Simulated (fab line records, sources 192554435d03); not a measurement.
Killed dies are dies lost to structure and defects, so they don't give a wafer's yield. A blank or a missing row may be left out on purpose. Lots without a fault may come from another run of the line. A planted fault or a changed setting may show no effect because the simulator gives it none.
Which tool did it? | flow n5_finfet | 11 lots, 33 wafers sampled, at 4 steps of a route of 1938

WHAT THE GAUGES READ, wafer by wafer
N5_BEOL_M15_OVL_MEAS_29. Usual: M15_OVL -3 nm, standard deviation 6.6.
lot  | measured     | on         | M15_OVL (nm) | flag
L672 | day 11 15:52 | overlay-02 | -8 -10 -10   |
L673 | day 11 21:39 | overlay-02 | -3 -7 -16    |
L674 | day 12 11:16 | overlay-01 | -1 -5 0      |
L677 | day 13 06:13 | overlay-01 | -12 -6 -8    |
L675 | day 13 08:23 | overlay-01 | -2 -4 0      |
L686 | day 15 17:48 | overlay-01 | -5 -1 -7     |
L692 | day 16 12:46 | overlay-01 | 3 7 -2       |
L690 | day 16 13:47 | overlay-02 | -3 1 3       |
L694 | day 17 09:23 | overlay-02 | 1 13 7       |
L695 | day 17 13:54 | overlay-02 | -5 -7 -4     |
L693 | day 17 18:13 | overlay-01 | 0 0 -11      |

N5_BEOL_M15_INSPECT_30: inspects for defects (macro). Usual: raw_defect_count 2.2, standard deviation 1.5.
lot  | measured     | on                | raw_defect_count | flag
L672 | day 11 15:53 | defect_inspect-02 | 5 1 5            |
L673 | day 11 21:40 | defect_inspect-01 | 4 4 3            |
L674 | day 12 11:17 | defect_inspect-01 | 3 1 2            |
L677 | day 13 06:15 | defect_inspect-02 | 5 1 3            |
L675 | day 13 08:25 | defect_inspect-01 | 271 6 1          | OFF
L686 | day 15 17:49 | defect_inspect-01 | 2 2 3            |
L692 | day 16 12:47 | defect_inspect-02 | 2 6 1            |
L690 | day 16 13:49 | defect_inspect-01 | 0 1 2            |
L694 | day 17 09:25 | defect_inspect-02 | 3 3 2            |
L695 | day 17 13:56 | defect_inspect-02 | 4 4 3            |
L693 | day 17 18:14 | defect_inspect-02 | 4 3 3            |

WHICH TOOL RAN EACH LOT (tool, then ch and the chambers of the sampled wafers, then the start)
lot  | N5_BEOL_M15_STRIP_64                          | N5_BEOL_M15_STRIP_65
L672 | rie_diel-02 ch 0,1,2, day 11 14:53 or earlier | wet_bench-03 ch 2,6,7, day 11 14:53
L673 | rie_diel-03 ch 0,1,2, day 11 20:41 or earlier | wet_bench-05 ch 2,4,5, day 11 20:41
L674 | rie_diel-01 ch 1,2,3, day 12 10:15 or earlier | wet_bench-06 ch 0,1,4, day 12 10:15
L677 | rie_diel-02 ch 0,1,3, day 13 05:08 or earlier | wet_bench-03 ch 1,6,7, day 13 05:08
L675 | rie_diel-01 ch 0,1,2, day 13 07:26 or earlier | wet_bench-03 ch 2,4,6, day 13 07:26
L686 | rie_diel-03 ch 0,2,3, day 15 16:35 or earlier | wet_bench-05 ch 2,5,6, day 15 16:35
L692 | rie_diel-02 ch 2,3, day 16 11:40 or earlier   | wet_bench-06 ch 3,4,6, day 16 11:40
L690 | rie_diel-01 ch 1,2, day 16 12:50 or earlier   | wet_bench-05 ch 0,5,6, day 16 12:50
L694 | rie_diel-02 ch 0,3, day 17 08:25 or earlier   | wet_bench-03 ch 0,5,6, day 17 08:25
L695 | rie_diel-03 ch 0,1,2, day 17 12:38 or earlier | wet_bench-03 ch 1,4,7, day 17 12:38
L693 | rie_diel-02 ch 0,2,3, day 17 17:07 or earlier | wet_bench-05 ch 0,6,7, day 17 17:07
- N5_BEOL_M15_STRIP_64: strips in O2.
- N5_BEOL_M15_STRIP_65: strips in post etch residue remover, time 60 s.

WHAT THE TOOLS THEMSELVES READ (means of the sampled wafers that have a number; where no wafer has one, the mark that the record gives instead)
N5_BEOL_M15_STRIP_64. Usual: chamber_pressure_mTorr 29.998 mTorr, standard deviation 0.026; drypump_motor_current_A 5.6 A, standard deviation 0.48; oes_product_au 0.74 a.u., standard deviation 0.063; rf_vpp_V 3.7 V, standard deviation 0.53; showerhead_plenum_p_Torr 2.10 Torr, standard deviation 0.094; throttle_valve_pct 16.81 %, standard deviation 0.24.
lot  | tool        | chamber_pressure_mTorr (mTorr) | drypump_motor_current_A (A) | oes_product_au (a.u.) | rf_vpp_V (V) | showerhead_plenum_p_Torr (Torr) | throttle_valve_pct (%) | flag
L672 | rie_diel-02 | 29.979                         | 5.4                         | 0.72                  | 3.8          | 1.99                            | 16.77                  |
L673 | rie_diel-03 | 29.973                         | 5.7                         | 0.72                  | 3.7          | 2.11                            | 16.82                  |
L674 | rie_diel-01 | 29.999                         | 5.3                         | 0.82                  | 3.5          | 2.17                            | 16.79                  |
L677 | rie_diel-02 | 30.002                         | 5.3                         | 0.74                  | 3.9          | 2.08                            | 16.65                  |
L675 | rie_diel-01 | 30.002                         | 5.6                         | 0.79                  | 4.2          | 2.20                            | 16.78                  |
L686 | rie_diel-03 | 29.994                         | 5.8                         | 0.71                  | 3.8          | 2.13                            | 16.81                  |
L692 | rie_diel-02 | 29.992                         | 5.9                         | 0.75                  | 3.9          | 2.01                            | 16.93                  |
L690 | rie_diel-01 | 29.995                         | 5.5                         | 0.81                  | 2.7          | 2.21                            | 16.83                  |
L694 | rie_diel-02 | 30.033                         | 5.5                         | 0.74                  | 3.3          | 2.14                            | 16.75                  |
L695 | rie_diel-03 | 30.037                         | 5.6                         | 0.70                  | 3.4          | 2.09                            | 16.90                  |
L693 | rie_diel-02 | 29.971                         | 5.7                         | 0.73                  | 3.4          | 2.05                            | 16.91                  |

THE ANSWER, worked out from the rows above alone
Rule: a lot is off if the mean of its wafers that have a number lies more than 3 standard deviations from the usual mean. A lot without any number at a reading at which 4 lots or more have one is off too. The other lots that the step has rows for count as sound. The gauges are gone through in route order, then the tools' own readings, and for those a lot's mean is taken as printed above. The first step at which some lot is off is used, and at that step the reading that is off furthest; a lot without a number counts as furthest.
Off: L675, at N5_BEOL_M15_INSPECT_30 (raw_defect_count).
A tool fits if, at a process step before that reading, it ran every lot that is off, and no sound lot after the first of them. The gauges at N5_BEOL_M15_INSPECT_30 are tried like those tools. N5_BEOL_M15_STRIP_64 gives no start for some lots, so the hours and the order of its lots are those of N5_BEOL_M15_STRIP_65. None of those tried fits.

WHAT THE SIMULATOR HAD PUT IN
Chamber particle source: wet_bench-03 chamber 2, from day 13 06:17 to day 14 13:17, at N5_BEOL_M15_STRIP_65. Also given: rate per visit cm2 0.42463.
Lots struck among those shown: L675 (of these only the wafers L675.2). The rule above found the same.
